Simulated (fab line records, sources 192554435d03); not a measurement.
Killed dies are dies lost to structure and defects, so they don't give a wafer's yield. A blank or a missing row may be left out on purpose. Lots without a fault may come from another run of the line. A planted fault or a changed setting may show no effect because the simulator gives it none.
Split-lot experiment | flow n5_finfet | 7 lots, 21 wafers read, on a route of 1938 steps

THE SPLIT
At N5_BEOL_M13_COAT_66 (time 60 s, resist thk 110 nm), the setting spin_rpm was moved away from the recipe's 1500 rpm on 4 of the 21 wafers read, by -7.0% to +10.6%. The other wafers ran this setting at the recipe's value.

FROM THE SPLIT TO THE READING: what the file shows between them, 4 steps
- N5_BEOL_M13_COAT_22: resist thk 300 nm
- N5_BEOL_M13_EBR_24
- N5_BEOL_M13_DESCUM_33: chemistry O2, time 7.9 s
- N5_BEOL_M13_ETCH_67: etches SiARC in CF4, target depth 143 nm, time 238.3 s

THE READING
SiARC_of_BEOL_M13_COAT_66.thk_nm (the simulator's own value, which no gauge read), in nm, at N5_BEOL_M13_ETCH_68 (etches SOC in N2/H2, time 355 s). The file gives no usual value for it. The 17 wafers here that ran the recipe average 77.2 nm, standard deviation 0.63 nm.

wafer  | tool, chamber at the split | spin_rpm as run, rpm | against the recipe | SiARC_of_BEOL_M13_COAT_66.thk_nm, nm | against lot-mates on the recipe
L074.3 | litho_track-01, 0          | 1500                 | recipe             | 77.8                                 | -
L074.4 | litho_track-01, 0          | 1424                 | -5.1%              | 79.8                                 | +2.0
L074.6 | litho_track-01, 0          | 1424                 | -5.1%              | 79.2                                 | +1.4
L077.1 | litho_track-01, 0          | 1500                 | recipe             | 77.2                                 | -
L077.4 | litho_track-01, 0          | 1500                 | recipe             | 77.6                                 | -
L077.5 | litho_track-01, 0          | 1500                 | recipe             | 77                                   | -
L080.1 | litho_track-05, 0          | 1500                 | recipe             | 77.6                                 | -
L080.4 | litho_track-05, 0          | 1500                 | recipe             | 76.4                                 | -
L080.5 | litho_track-05, 0          | 1500                 | recipe             | 76.2                                 | -
L081.1 | litho_track-01, 0          | 1659                 | +10.6%             | 71.4                                 | -5.8
L081.2 | litho_track-01, 0          | 1500                 | recipe             | 77.6                                 | -
L081.3 | litho_track-01, 0          | 1500                 | recipe             | 76.8                                 | -
L085.1 | litho_track-05, 0          | 1500                 | recipe             | 78                                   | -
L085.4 | litho_track-05, 0          | 1500                 | recipe             | 75.8                                 | -
L085.6 | litho_track-05, 0          | 1500                 | recipe             | 77.6                                 | -
L093.2 | litho_track-05, 0          | 1500                 | recipe             | 78                                   | -
L093.4 | litho_track-05, 0          | 1500                 | recipe             | 77.4                                 | -
L093.5 | litho_track-05, 0          | 1500                 | recipe             | 77.2                                 | -
L097.1 | litho_track-03, 0          | 1500                 | recipe             | 77                                   | -
L097.2 | litho_track-03, 0          | 1500                 | recipe             | 76.4                                 | -
L097.6 | litho_track-03, 0          | 1395                 | -7.0%              | 80.2                                 | +3.5

THE FIT
A straight line over all 21 wafers: SiARC_of_BEOL_M13_COAT_66.thk_nm changes by -0.501 nm for each +1% of spin_rpm; r = -0.94; the points scatter about the line by 0.62 nm.
The same after taking each lot's own level away (the mean of its wafers on the recipe; 21 wafers): -0.488 nm for each +1%; r = -0.94; scatter 0.58 nm.
On that fit, the largest move of spin_rpm shifts the reading by 5.2 nm.
The lots' own levels span 76.70 to 77.80 nm, that is 1.7 times the standard deviation above.
So the lot-to-lot level changes the slope little: the two slopes agree.
Check: with one of the wafers moved furthest among these (+10.6%) left out of the fit, the line predicts -4.44 nm for it against its lot-mates. It came out at -5.8 nm against them.

OTHER SPLITS ON THESE WAFERS
These wafers also went through other splits before the reading. Each is held against what the fit with the lots' levels taken away leaves over:
other split on the same wafers   | wafers away from the commonest value | r with SiARC_of_BEOL_M13_COAT_66.thk_nm (lot level and that fit taken away)
N5_BEOL_M8_TRENCH_ETCH_37 time_s | 7                                    | -0.09
N5_BEOL_M10_ETCH_62 time_s       | 11                                   | +0.20
N5_BEOL_M10_COAT_64 spin_rpm     | 8                                    | -0.09
N5_BEOL_M11_COAT_05 spin_rpm     | 4                                    | +0.05
N5_BEOL_M11_DESCUM_16 time_s     | 4                                    | -0.05
N5_BEOL_M13_ETCH_59 time_s       | 6                                    | -0.42

THE WHOLE CHAIN: every reading that the file lists as answering this split, in the file's order
step                | what it does                                           | reading                                                                           | change (the file's fit)               | r (the file's)
N5_BEOL_M13_COAT_66 | time 60 s, resist thk 110 nm                           | SiARC_of_BEOL_M13_COAT_66.thk_nm (the simulator's own value, which no gauge read) | -0.544 nm for each +1% of the setting | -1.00
N5_BEOL_M13_ETCH_67 | etches SiARC in CF4, target depth 143 nm, time 238.3 s | etch.depth_nm (the simulator's own value, which no gauge read)                    | -0.541 nm for each +1% of the setting | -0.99
N5_BEOL_M13_ETCH_67 | etches SiARC in CF4, target depth 143 nm, time 238.3 s | coat_of_BEOL_M13_COAT_22.thk_nm (the simulator's own value, which no gauge read)  | +0.365 nm for each +1% of the setting | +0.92
N5_BEOL_M13_ETCH_68 | etches SOC in N2/H2, time 355 s                        | SiARC_of_BEOL_M13_COAT_66.thk_nm (the simulator's own value, which no gauge read) | -0.506 nm for each +1% of the setting | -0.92

THE FILE'S OWN FIT
SiARC_of_BEOL_M13_COAT_66.thk_nm changes by -0.506 nm for each +1% of spin_rpm, r = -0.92.
